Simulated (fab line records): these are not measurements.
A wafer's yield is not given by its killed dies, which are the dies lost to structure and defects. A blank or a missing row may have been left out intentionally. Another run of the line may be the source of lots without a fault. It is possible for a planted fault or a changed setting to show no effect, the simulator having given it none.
Chamber matching + flow nand harc + 4 sister chambers for NHARC_P_BONDPAD_ETCH_12 on rie diel-12
The step etches the open film in CHF3/O2, target depth 200 nm, time 100 s. 14 wafers are shown with their chamber, then 7 later ones without.

WAFERS PAIRED WITH THEIR CHAMBERS
| wafer  | chamber | drypump motor current A (A) | oes product au (a.u.) | chamber pressure mTorr (mTorr) |
|--------|---------|-----------------------------|-----------------------|--------------------------------|
| L701.2 | 2       | 5.4                         | 0.970                 | 24.940                         |
| L701.5 | 3       | 5.7                         | 0.982                 | 25.006                         |
| L701.6 | 2       | 5.4                         | 0.969                 | 24.978                         |
| L706.2 | 0       | 4.9                         | 0.925                 | 25.018                         |
| L706.3 | 2       | 5.4                         | 0.939                 | 24.989                         |
| L706.4 | 3       | 5.7                         | 0.926                 | 25.016                         |
| L710.1 | 2       | 5.4                         | 0.982                 | 25.011                         |
| L710.2 | 3       | 5.7                         | 0.971                 | 24.976                         |
| L710.3 | 1       | 6.2                         | 0.971                 | 24.984                         |
| L713.3 | 1       | 6.1                         | 0.967                 | 24.977                         |
| L713.4 | 3       | 5.7                         | 0.940                 | 25.035                         |
| L713.6 | 2       | 5.4                         | 0.969                 | 25.013                         |
| L712.1 | 2       | 5.4                         | 0.964                 | 25.031                         |
| L712.2 | 3       | 5.7                         | 0.945                 | 25.030                         |

SIGNATURES, as means of the wafers listed above
| reading                 | chamber 0 | chamber 1 | chamber 2 | chamber 3 | scatter within a chamber |
|-------------------------|-----------|-----------|-----------|-----------|--------------------------|
| drypump motor current A | 4.900     | 6.150     | 5.400     | 5.700     | 0.0224                   |
| oes product au          | 0.92500   | 0.96900   | 0.96550   | 0.95280   | 0.0178                   |
| chamber pressure mTorr  | 25.01800  | 24.98050  | 24.99367  | 25.01260  | 0.0273                   |
Rule: a wafer lies at a distance from a chamber equal to the root of the sum of squares, over the readings, of (its reading less the chamber's mean, divided by the reading's scatter). If the next closest chamber is less than 2 further off than the closest, the wafer can't be placed; otherwise it belongs to the closest. The scatter: the root of (the sum of the squares of (reading less its chamber's mean) over the shown wafers, divided by (wafers less chambers)).

WAFERS WITH NO CHAMBER GIVEN
| wafer  | drypump motor current A (A) | oes product au (a.u.) | chamber pressure mTorr (mTorr) |
|--------|-----------------------------|-----------------------|--------------------------------|
| L712.6 | 5.7                         | 0.944                 | 24.999                         |
| L714.2 | 5.4                         | 0.957                 | 25.053                         |
| L714.3 | 5.4                         | 0.961                 | 24.952                         |
| L714.4 | 5.7                         | 0.932                 | 24.995                         |
| L716.2 | 5.4                         | 0.944                 | 25.022                         |
| L716.4 | 4.9                         | 0.933                 | 25.025                         |
| L716.5 | 5.4                         | 0.946                 | 25.003                         |

WHICH CHAMBER EACH ONE RAN IN
| wafer  | from the rows above | in truth |
|--------|---------------------|----------|
| L712.6 | 3                   | 3        |
| L714.2 | 2                   | 2        |
| L714.3 | 2                   | 2        |
| L714.4 | 3                   | 3        |
| L716.2 | 2                   | 2        |
| L716.4 | 0                   | 0        |
| L716.5 | 2                   | 2        |
7 of 7 placed correctly. Left unplaced by these rows: 0. Wrongly placed: 0.
